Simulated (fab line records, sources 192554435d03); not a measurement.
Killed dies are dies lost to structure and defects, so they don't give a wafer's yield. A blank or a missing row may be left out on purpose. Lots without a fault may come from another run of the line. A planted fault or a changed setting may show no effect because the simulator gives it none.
Split-lot experiment | flow n5_finfet | 7 lots, 39 wafers read, on a route of 1938 steps

THE SPLIT
At N5_DUMMY_GATE_EXPOSE_12 (exposes mask GATE, target cd 25 nm), the setting dose_mj was moved away from the recipe's 34 on 12 of the 39 wafers read, by -7.8% to +2.8%. The other wafers ran this setting at the recipe's value.

FROM THE SPLIT TO THE READING: what the file shows between them, 10 steps
- N5_DUMMY_GATE_PEB_13: peb time 60 s
- N5_DUMMY_GATE_DEVELOP_14: develop time 30 s
- N5_DUMMY_GATE_CD_MEAS_15: target cd 25.8 nm
- N5_DUMMY_GATE_STRIP_38: strips in N2/H2
- N5_DUMMY_GATE_STRIP_39: strips in N2/H2
- N5_DUMMY_GATE_TRIM_49: chemistry O2, time 29 s, target cd 14 nm
- N5_DUMMY_GATE_STRIP_40: strips in CF4
- N5_DUMMY_GATE_ETCH_32: etches SiO2 in CF4, target depth 3.5 nm, time 3.9 s
- N5_DUMMY_GATE_ETCH_23: etches poly-Si in HBr/Cl2/O2, target depth 41 nm, time 22.3 s
- N5_DUMMY_GATE_ETCH_44: etches poly-Si in HBr/O2, stops on SiO2, target depth 127.5 nm

THE READING
cd_nm, in nm, at N5_DUMMY_GATE_CD_MEAS_24 (target cd 15 nm). Fault-free wafers of this fab line usually give 15.0 nm, standard deviation 0.41 nm.

wafer  | tool, chamber at the split | dose_mj as run | against the recipe | cd_nm, nm | against lot-mates on the recipe
L082.1 | euv_scanner-01, 0          | 34             | recipe             | 14.9      | -
L082.2 | euv_scanner-01, 0          | 34             | recipe             | 14.7      | -
L082.3 | euv_scanner-01, 0          | 34             | recipe             | 15.5      | -
L082.4 | euv_scanner-01, 0          | 34             | recipe             | 14.8      | -
L082.5 | euv_scanner-01, 0          | 34             | recipe             | 14.8      | -
L082.6 | euv_scanner-01, 0          | 34             | recipe             | 15.4      | -
L083.1 | euv_scanner-01, 0          | 31.36          | -7.8%              | 16.3      | +1.5
L083.2 | euv_scanner-01, 0          | 34             | recipe             | 14.9      | -
L083.3 | euv_scanner-01, 0          | 31.36          | -7.8%              | 15.9      | +1.1
L083.4 | euv_scanner-01, 0          | 31.36          | -7.8%              | 16.2      | +1.4
L083.5 | euv_scanner-01, 0          | 34             | recipe             | 14.6      | -
L083.6 | euv_scanner-01, 0          | 34             | recipe             | 14.9      | -
L086.1 | euv_scanner-01, 0          | 34             | recipe             | 14.7      | -
L086.2 | euv_scanner-01, 0          | 34             | recipe             | 15.1      | -
L086.3 | euv_scanner-01, 0          | 34             | recipe             | 14.5      | -
L086.4 | euv_scanner-01, 0          | 34             | recipe             | 14.8      | -
L086.5 | euv_scanner-01, 0          | 34             | recipe             | 14.8      | -
L086.6 | euv_scanner-01, 0          | 34             | recipe             | 14.7      | -
L091.1 | euv_scanner-01, 0          | 34             | recipe             | 15.3      | -
L091.2 | euv_scanner-01, 0          | 34.9           | +2.6%              | 14.7      | -0.6
L091.3 | euv_scanner-01, 0          | 34             | recipe             | 15.2      | -
L091.4 | euv_scanner-01, 0          | 34.9           | +2.6%              | 14.9      | -0.4
L091.5 | euv_scanner-01, 0          | 34.9           | +2.6%              | 14.6      | -0.7
L091.6 | euv_scanner-01, 0          | 34             | recipe             | 15.3      | -
L093.1 | euv_scanner-02, 0          | 31.69          | -6.8%              | 15.9      | +1.3
L093.2 | euv_scanner-02, 0          | 31.69          | -6.8%              | 15.5      | +0.9
L093.3 | euv_scanner-02, 0          | 34             | recipe             | 14.7      | -
L093.4 | euv_scanner-02, 0          | 34             | recipe             | 14.7      | -
L093.5 | euv_scanner-02, 0          | 34             | recipe             | 14.4      | -
L093.6 | euv_scanner-02, 0          | 31.69          | -6.8%              | 16.1      | +1.5
L094.1 | euv_scanner-02, 0          | 34.96          | +2.8%              | 14.6      | -1.0
L094.2 | euv_scanner-02, 0          | 34             | recipe             | 15.4      | -
L094.3 | euv_scanner-02, 0          | 34.96          | +2.8%              | 14.7      | -0.9
L094.4 | euv_scanner-02, 0          | 34.96          | +2.8%              | 15.3      | -0.3
L094.5 | euv_scanner-02, 0          | 34             | recipe             | 15.5      | -
L094.6 | euv_scanner-02, 0          | 34             | recipe             | 15.8      | -
L097.1 | euv_scanner-01, 0          | 34             | recipe             | 15.2      | -
L097.4 | euv_scanner-01, 0          | 34             | recipe             | 14.5      | -
L097.6 | euv_scanner-01, 0          | 34             | recipe             | 15.0      | -

THE FIT
A straight line over all 39 wafers: cd_nm changes by -0.127 nm for each +1% of dose_mj; r = -0.75; the points scatter about the line by 0.34 nm.
The same after taking each lot's own level away (the mean of its wafers on the recipe; 39 wafers): -0.184 nm for each +1%; r = -0.93; scatter 0.23 nm.
On that fit, the largest move of dose_mj shifts the reading by 1.4 nm.
The lots' own levels span 14.60 to 15.57 nm, that is 2.4 times the standard deviation above.
So the lot-to-lot level blurs the effect unless lot-mates are compared.
Check: with one of the wafers moved furthest among these (-7.8%) left out of the fit, the line predicts +1.38 nm for it against its lot-mates. It came out at +1.5 nm against them.

OTHER SPLITS ON THESE WAFERS
These wafers also went through other splits before the reading. Each is held against what the fit with the lots' levels taken away leaves over:
other split on the same wafers      | wafers away from the commonest value | r with cd_nm (lot level and that fit taken away)
N5_ZERO_LAYER_PECVD_02 target_thk_a | 12                                   | -0.05
N5_WELL_APT_IMPLANT_15 energy_kev   | 6                                    | -0.29

THE WHOLE CHAIN: every reading that the file lists as answering this split, in the file's order
step                     | what it does                                                   | reading                                                           | change (the file's fit)               | r (the file's)
N5_DUMMY_GATE_CD_MEAS_15 | target cd 25.8 nm                                              | cd_nm                                                             | -0.204 nm for each +1% of the setting | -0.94
N5_DUMMY_GATE_TRIM_49    | chemistry O2, time 29 s, target cd 14 nm                       | DUMMY_GATE.cd_nm (the simulator's own value, which no gauge read) | -0.176 nm for each +1% of the setting | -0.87
N5_DUMMY_GATE_ETCH_44    | etches poly-Si in HBr/O2, stops on SiO2, target depth 127.5 nm | DUMMY_GATE.cd_nm (the simulator's own value, which no gauge read) | -0.165 nm for each +1% of the setting | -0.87
N5_DUMMY_GATE_CD_MEAS_24 | target cd 15 nm                                                | cd_nm                                                             | -0.182 nm for each +1% of the setting | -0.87

THE FILE'S OWN FIT
cd_nm changes by -0.182 nm for each +1% of dose_mj, r = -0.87.
